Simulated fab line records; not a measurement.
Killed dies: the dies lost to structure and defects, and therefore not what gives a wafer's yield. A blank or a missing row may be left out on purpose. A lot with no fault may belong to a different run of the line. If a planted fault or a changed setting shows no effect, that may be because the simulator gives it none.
fab line records ; flow n5-finfet
record lots=7; wafers=39
route steps=1938 shown WELL_APT@31 FIN_SAQP@96 SD_EPI_N@269 HKMG_FIN@448 MOL_CONTACT_COAG@584 BEOL_M1@770 BEOL_M2@904 BEOL_M3@993 BEOL_M4@1111
start-h: hours from the record's opening day to when the first of the lot's shown wafers began ; wait-h: hours from the lot's prior step to this one ; " repeats the value in the row above ; L1.1+2: a row that stands for several wafers ; - no value, or no start given ; * or withheld: withheld ; < > ~ a bound
route shown NAME@n: a module of which the file shows steps, and the number in the route of the first ; usual: mean/standard deviation of fault-free wafers ; same: alike in all rows ; chamber/n: place in a boat ; sites: per-site readings ; _std_site: the values' standard deviation ; _edge_site: mean of outer sites minus mean of inner sites ; radius-mm: how far each site lies from the wafer's centre ; mask NAME#n: copy n ; behind: tool/chamber where the wafer was last shaped ; hold: reason for holding the lot/hours on hold/outcome of the hold ; device: which transistor (n, p or np) failed to switch ; end of line: the same wafers' tests at the end of the route ; step lacking rows: just its recipe ; killed: dies that structure and defects cost at the first sort, which is not the same as the wafer's yield ; map: shows each die of a wafer: x if killed, . if not, _ if none is there
set.NAME: the setting as run; set.NAME@STEP: as run at that earlier step ; model.NAME: the simulator's own value behind a step, which no gauge read
lots run with intentionally changed settings; tables by step, rows by wafer
## steps
# step N5_WELL_APT_DESCUM_13
# recipe chemistry=O2; time-s=7.9; source-power-w=50; bias-power-w=20; pressure-mtorr=20; rf-frequency-hz=2.712e+07; temp-c=40; o2-flow-sccm=225
# step N5_FIN_SAQP_HM_DEP_03
# recipe material=SiNx; target-thk-a=380; temp-c=400; precursor=SiH4/NH3/N2; pressure-torr=1.5; rf-w=300; time-s=33.6
# step N5_SD_EPI_N_DEVELOP_08
# recipe develop-time-s=30; developer=TMAH; resist=CAR-ArF-block; dev-temp-c=23; rinse-liquid=diw; dry=air-spin
# step N5_HKMG_FIN_NWFM_ALD_20
# recipe material=TiAlC; target-thk-a=20; temp-c=300; ald-precursor-family=TiCl4; ald-co-reactant=TEA; pulse-time-s=3; purge-time-s=2; co-reactant-purge-time-s=2; co-reactant-pulse-time-s=10; ald-cycles=7; pressure-torr=3
# step N5_MOL_CONTACT_COAG_ETCHBACK_135
# recipe chemistry=CHF3; target=SiO2; target-depth-a=250; time-s=16.7; ion-energy-ev=200; pressure-mtorr=30; source-w=610; bias-w=170; Ar_flow_sccm=200; CHF3_flow_sccm=50
# step N5_BEOL_M1_ETCH_64
# recipe chemistry=N2/H2; target=SOC; target-depth-a=750; overetch-a=150; mask-material=SiARC; temp-c=40; time-s=112.5; ion-energy-ev=200; pressure-mtorr=30; source-w=840; bias-w=150; n2-flow-sccm=200; h2-flow-sccm=200
# step N5_BEOL_M2_SPUTTER_48
# recipe material=Cu; target-thk-a=45; temp-c=-20; chamber-pressure-pa=0.07; power-w=withheld; time-s=8.29
# step N5_BEOL_M3_CVD_47
# recipe material=Co; target-thk-a=30; temp-c=withheld; precursor=CCTBA/H2; pressure-torr=30; time-s=223.8
# step N5_BEOL_M4_RC_MEAS_101
# usual ION_N=672/12; SERP_M1=203/16; SERP_M3=191/12; VT_N=251/3.3; VT_N_LONG=274.5/2.4; VT_N_LVT=100/3.3
lot.wafer;tool;chamber;start-h;wait-h;set.time-s@WELL_APT_DESCUM_13;set.time-s@FIN_SAQP_HM_DEP_03;set.develop-time-s@SD_EPI_N_DEVELOP_08;set.ald-cycles@HKMG_FIN_NWFM_ALD_20;set.time-s@MOL_CONTACT_COAG_ETCHBACK_135;set.time-s@BEOL_M1_ETCH_64;set.target-thk-a@BEOL_M2_SPUTTER_48;set.target-thk-a@BEOL_M3_CVD_47;ION_N[uA/um];SERP_M1[ohm/um];SERP_M3[ohm/um];VT_N[mV];VT_N_LONG[mV];VT_N_LVT[mV]
L075.1;prober-01;0;170.97;0.0;7.9;26.36;30;7;16.7;157.9;45;36.03;653;173;243;250;274.4;99
L075.2;prober-01;0;170.97;0.0;9.837;33.6;30;7;16.7;157.9;34.41;30;676;164;195;249;275.5;96
L075.3;prober-01;0;170.97;0.0;9.837;33.6;37.23;7;16.7;112.5;45;30;672;197;221;252;275.6;99
L075.4;prober-01;0;170.97;0.0;7.9;33.6;37.23;4;16.7;157.9;45;36.03;492;162;221;333;354.4;183
L075.5;prober-01;0;170.97;0.0;7.9;26.36;30;4;16.7;112.5;34.41;36.03;502;198;227;328;357.4;178
L075.6;prober-01;0;170.97;0.0;9.837;26.36;37.23;4;16.7;112.5;34.41;30;500;185;192;329;356.1;179
L084.1;prober-01;0;221.50;0.0;6.096;33.6;30;7;16.7;112.5;21.09;30;676;219;197;252;277.9;100
L084.2;prober-01;0;221.50;0.0;7.9;33.6;46.55;5;16.7;155.8;21.09;30;550;176;179;304;327.7;155
L084.3;prober-01;0;221.50;0.0;6.096;33.6;30;7;16.7;155.8;45;30;661;175;192;255;276.1;108
L084.4;prober-01;0;221.50;0.0;6.096;33.6;46.55;5;16.7;112.5;21.09;30;566;206;205;301;322.3;151
L084.5;prober-01;0;221.50;0.0;7.9;33.6;30;5;16.7;155.8;45;30;569;168;181;301;325.0;153
L084.6;prober-01;0;221.50;0.0;7.9;33.6;46.55;7;16.7;112.5;45;30;665;199;185;253;276.4;104
L085.1;prober-01;0;231.54;0.0;7.9;41.32;30;7;11.15;86.71;55.34;30;659;215;182;255;268.6;103
L085.2;prober-01;0;231.54;0.0;7.9;41.32;36.2;7;16.7;112.5;55.34;30;665;204;185;251;272.5;102
L085.3;prober-01;0;231.54;0.0;7.9;33.6;30;10;16.7;112.5;45;30;797;221;195;202;224.5;50
L085.4;prober-01;0;231.54;0.0;7.9;41.32;36.2;10;11.15;112.5;55.34;30;768;204;194;205;224.1;55
L085.5;prober-01;0;231.54;0.0;7.9;33.6;36.2;10;11.15;86.71;45;30;769;225;180;205;225.4;55
L085.6;prober-01;0;231.54;0.0;7.9;33.6;30;7;16.7;86.71;45;30;670;210;193;249;271.8;100
L088.1;prober-01;0;244.70;0.0;9.463;48.34;30;5;24.14;85.69;45;30;546;224;200;306;323.1;155
L088.2;prober-01;0;244.70;0.0;7.9;33.6;30;7;24.14;85.69;68.03;30;672;205;218;251;275.0;100
L088.3;prober-01;0;244.70;0.0;9.463;33.6;30;5;16.7;85.69;45;30;563;221;205;301;320.0;150
L088.4;prober-01;0;244.70;0.0;7.9;48.34;30;7;24.14;112.5;68.03;30;644;208;201;257;273.6;106
L088.5;prober-01;0;244.70;0.0;9.463;33.6;30;7;16.7;112.5;45;30;673;198;189;249;274.5;99
L088.6;prober-01;0;244.70;0.0;7.9;48.34;30;5;16.7;112.5;68.03;30;524;199;211;311;322.4;160
L089.1;prober-02;0;261.98;0.0;7.9;33.6;30;7;16.7;112.5;45;30;668;187;192;252;276.3;100
L089.4;prober-02;0;261.98;0.0;7.9;33.6;30;7;16.7;112.5;45;30;660;226;180;250;275.5;100
L089.5;prober-02;0;261.98;0.0;7.9;33.6;30;7;16.7;112.5;45;30;688;222;195;247;274.1;95
L090.1;prober-01;0;262.51;0.0;7.9;43.82;30;9;16.7;112.5;69.3;13.43;748;229;99;219;241.4;66
L090.2;prober-01;0;262.51;0.0;7.9;33.6;34.92;9;16.7;169.3;69.3;30;756;175;199;214;241.5;63
L090.3;prober-01;0;262.51;0.0;7.9;33.6;34.92;9;16.7;112.5;45;30;741;220;187;221;240.7;69
L090.4;prober-01;0;262.51;0.0;7.9;43.82;34.92;7;16.7;169.3;69.3;13.43;646;174;110;258;272.4;109
L090.5;prober-01;0;262.51;0.0;7.9;33.6;30;7;16.7;112.5;45;13.43;668;212;112;254;275.1;104
L090.6;prober-01;0;262.51;0.0;7.9;43.82;30;7;16.7;169.3;45;30;669;179;176;257;275.6;106
L092.1;prober-01;0;267.31;0.0;6.466;33.6;35.8;7;25.13;112.5;45;30;679;193;205;248;273.2;95
L092.2;prober-01;0;267.31;0.0;6.466;18.58;35.8;6;16.7;112.5;71.43;39.29;627;216;266;270;292.5;118
L092.3;prober-01;0;267.31;0.0;7.9;33.6;30;6;25.13;171.9;71.43;30;626;182;191;272;299.1;121
L092.4;prober-01;0;267.31;0.0;7.9;18.58;30;7;25.13;171.9;45;39.29;698;159;246;246;276.3;94
L092.5;prober-01;0;267.31;0.0;6.466;33.6;30;7;16.7;112.5;71.43;39.29;668;200;250;251;275.0;99
L092.6;prober-01;0;267.31;0.0;7.9;18.58;35.8;6;16.7;171.9;45;30;637;153;187;268;296.6;116
## key
split step=N5_WELL_APT_DESCUM_13; setting=time-s; stated-as=7.9
response none clear
split step=N5_FIN_SAQP_HM_DEP_03; setting=time-s; stated-as=33.6
response none clear
split step=N5_SD_EPI_N_DEVELOP_08; setting=develop-time-s; stated-as=30
response none clear
split step=N5_HKMG_FIN_NWFM_ALD_20; setting=ald-cycles; stated-as=7
response step=N5_BEOL_M4_RC_MEAS_101; reading=ION_N; slope=+3.4; per=1%; together-with=all; explained=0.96
response step=N5_BEOL_M4_RC_MEAS_101; reading=VT_N; slope=-1.53; per=1%; together-with=all; explained=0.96
response step=N5_BEOL_M4_RC_MEAS_101; reading=VT_N_LVT; slope=-1.56; per=1%; together-with=all; explained=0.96
response step=N5_BEOL_M4_RC_MEAS_101; reading=VT_N_LONG; slope=-1.49; per=1%; together-with=all; explained=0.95
split step=N5_MOL_CONTACT_COAG_ETCHBACK_135; setting=time-s; stated-as=16.7
response none clear
split step=N5_BEOL_M1_ETCH_64; setting=time-s; stated-as=112.5
response step=N5_BEOL_M4_RC_MEAS_101; reading=SERP_M1; slope=-0.768; per=1%; together-with=all; explained=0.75
split step=N5_BEOL_M2_SPUTTER_48; setting=target-thk-a; stated-as=45
response none clear
split step=N5_BEOL_M3_CVD_47; setting=target-thk-a; stated-as=30
response step=N5_BEOL_M4_RC_MEAS_101; reading=SERP_M3; slope=+1.47; per=1%; together-with=all; explained=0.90
